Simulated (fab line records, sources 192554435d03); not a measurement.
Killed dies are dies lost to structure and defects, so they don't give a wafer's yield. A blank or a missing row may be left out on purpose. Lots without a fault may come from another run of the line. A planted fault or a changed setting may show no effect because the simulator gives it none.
A struck lot beside a sound one | flow n5_finfet | 25 steps out of a route of 1938
Sound: wafers L589.3, L589.4, L589.5. Struck: wafers L594.1, L594.2, L594.6. The cause comes at the end.
At each step with rows: each side's tool, then ch and its chambers, then its first start. Under that, the readings that differ: sound wafers | struck wafers | difference of the means | sigmas: that difference in standard deviations of wafers without a fault.
alike: readings whose means differ by less than 2 such deviations, and words and numbers that are the same on both sides. not compared: withheld readings, readings that some wafer has no value for, bounds like >300 that may hide the same value, and numbers for which the record gives no deviation and whose values overlap.
The two part at a step that has a row with sigmas, a row that says differs or no value, or rows on one side only. Numbers that don't overlap but have no deviation are shown without sigmas and don't part them. A reading that every wafer of one side lacks parts them only if that side has two wafers or more.

N5_BEOL_M1_CO_CAP_55: material Co, precursor CCTBA/H2, target thk 2 nm, time 102.1 s.
  sound on cvd_co-02 ch 0,1, day 7 22:39; struck on cvd_co-01 ch 1,2, day 8 16:02
  alike: heater_power_w
  not compared: since_wet_clean_h
then, 1 step without rows for these wafers: N5_BEOL_M1_PRE_CLEAN_56 (time 15 s).
N5_BEOL_M1_DEP_57: deposits SiCN from 3MS/NH3, target thk 8 nm, time 14 s.
  sound on pecvd-04 ch 0,1,2, day 7 22:46; struck on pecvd-03 ch 0,2, day 8 16:09
  alike: rf_fwd_power_W, showerhead_plenum_p_Torr, showerhead_vpp_V, throttle_valve_pct
  not compared: since_wet_clean_h
N5_BEOL_M1_RS_MEAS_58: measures by four-point-probe.
  sound on film_metro-01, day 7 22:50; struck on film_metro-02, day 8 16:13
  alike: M1_RS
N5_BEOL_M1_INSPECT_59: inspects for defects (darkfield).
  sound on defect_inspect-01, day 7 22:52; struck on defect_inspect-01, day 8 16:14
  alike: raw_defect_count
N5_BEOL_M2_ILD_DEP_00: deposits SiOC from DEMS/O2, target thk 79 nm, time 15.3 s.
  sound on pecvd-01 ch 0,2, day 7 22:54; struck on pecvd-04 ch 0,1, day 8 16:17
  alike: heater_power_w, rf_fwd_power_W, showerhead_plenum_p_Torr, showerhead_vpp_V, throttle_valve_pct
  not compared: since_wet_clean_h
N5_BEOL_M2_THK_MEAS_01:
  sound on film_metro-02, day 7 22:58; struck on film_metro-02, day 8 16:21
  alike: M2_ILD_THK
N5_BEOL_M2_PECVD_72: deposits SiO2 from TEOS/O2, target thk 16 nm, time 18 s.
  sound on pecvd-04 ch 0,2, day 7 23:00; struck on pecvd-03 ch 0,1,2, day 8 16:23
  alike: heater_power_w, rf_fwd_power_W, showerhead_plenum_p_Torr, showerhead_vpp_V, throttle_valve_pct
  not compared: since_wet_clean_h
N5_BEOL_M2_HM_DEP_02: deposits TiN, target thk 20 nm.
  sound on pvd_sputter-03, day 8 01:05; struck on pvd_sputter-02, day 8 17:16
  alike: throttle_valve_pct
then, 3 steps without rows for these wafers: N5_BEOL_M2_COAT_61 (time 60 s, resist thk 60 nm); N5_BEOL_M2_COAT_62 (time 60 s, resist thk 12 nm); N5_BEOL_M2_COAT_73 (time 60 s, resist thk 5 nm).
N5_BEOL_M2_COAT_05: resist thk 30 nm.
  sound on litho_track-04 ch 0, day 8 01:13; struck on litho_track-04 ch 0, day 8 17:24
  reading                                      | sound                | struck               | difference | sigmas
  spin_speed_rpm (rpm)                         | 1499.9 1499.4 1501.6 | 1339.4 1339.4 1340.1 | -160.7     | -99 or more
  model.CAR-EUV_of_BEOL_M2_COAT_05.thk_nm (nm) | 30 30.2 30           | 31.6 31.6 31.6       | +1.5       |
then, 5 steps without rows for these wafers: N5_BEOL_M2_EBR_07; N5_BEOL_M2_SOFTBAKE_06 (time 60 s); N5_BEOL_M2_EXPOSE_08 (exposes mask M2); N5_BEOL_M2_PEB_09 (peb time 60 s); N5_BEOL_M2_DEVELOP_10 (develop time 30 s).
N5_BEOL_M2_CD_MEAS_11: target cd 16.79 nm.
  sound on cd_sem-01 ch 0, day 8 01:29; struck on cd_sem-02 ch 0, day 8 17:47
  alike: cd_nm
N5_BEOL_M2_OVL_MEAS_12:
  sound on overlay-02 ch 0, day 8 01:31; struck on overlay-02 ch 0, day 8 17:49
  alike: M2_OVL
N5_BEOL_M2_INSPECT_13: inspects for defects (brightfield).
  sound on defect_inspect-01, day 8 01:34; struck on defect_inspect-01, day 8 17:52
  alike: raw_defect_count
N5_BEOL_M2_DESCUM_16: chemistry O2, time 7 s.
  sound on rie_diel-06 ch 1,3, day 8 01:36; struck on rie_diel-06 ch 0,1, day 8 17:54
  reading                                      | sound        | struck         | difference | sigmas
  model.CAR-EUV_of_BEOL_M2_COAT_05.thk_nm (nm) | 26 26.2 26.2 | 27.6 27.6 27.6 | +1.5       |
  alike: drypump_motor_current_A, oes_product_au, rf_fwd_power_W, rf_vpp_V, showerhead_plenum_p_Torr, throttle_valve_pct
  not compared: rf_hours_counter_h
then, 1 step without rows for these wafers: N5_BEOL_M2_ETCH_74 (etches underlayer in N2/H2, target depth 6.5 nm, time 5.2 s).
N5_BEOL_M4_RC_MEAS_101:
  sound on prober-02 ch 0, day 9 12:44; struck on prober-02 ch 0, day 10 05:01
  alike: DIBL_N, DIBL_P, IOFF_N, IOFF_P, ION_N, ION_P, SS_N, SS_P, VT_N, VT_P
-- the record jumps here: 4 days lie between the struck wafers' starts before and after (it left off in module BEOL_M4 and takes up again in module PASSIVATION, whose first step shown is number 1936 of the route) --
N5_PASSIVATION_PROBE_49:
  sound on prober-01, day 13 16:05; struck on prober-01, day 14 05:32
  alike: defect_limited_yield, killed_at_M0_to_M3, killed_at_M4_up, killed_at_contacts, killed_at_front_end, killed_at_other, killed_dies, killed_open, killed_short, sort_bin_5_function, sort_bin_6_memory, sort_n_pass, sort_yield_pct

WHERE THEY PART
Only at N5_BEOL_M2_COAT_05, within this record. Later steps at which nothing parts them and some readings are alike: N5_BEOL_M2_CD_MEAS_11, N5_BEOL_M2_OVL_MEAS_12, N5_BEOL_M2_INSPECT_13, N5_BEOL_M2_DESCUM_16, N5_BEOL_M4_RC_MEAS_101, N5_PASSIVATION_PROBE_49.

WHY: what the simulator had put in
Process parameter drift: litho_track-04, from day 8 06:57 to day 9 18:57, at N5_BEOL_M2_COAT_05. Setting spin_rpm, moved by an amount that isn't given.
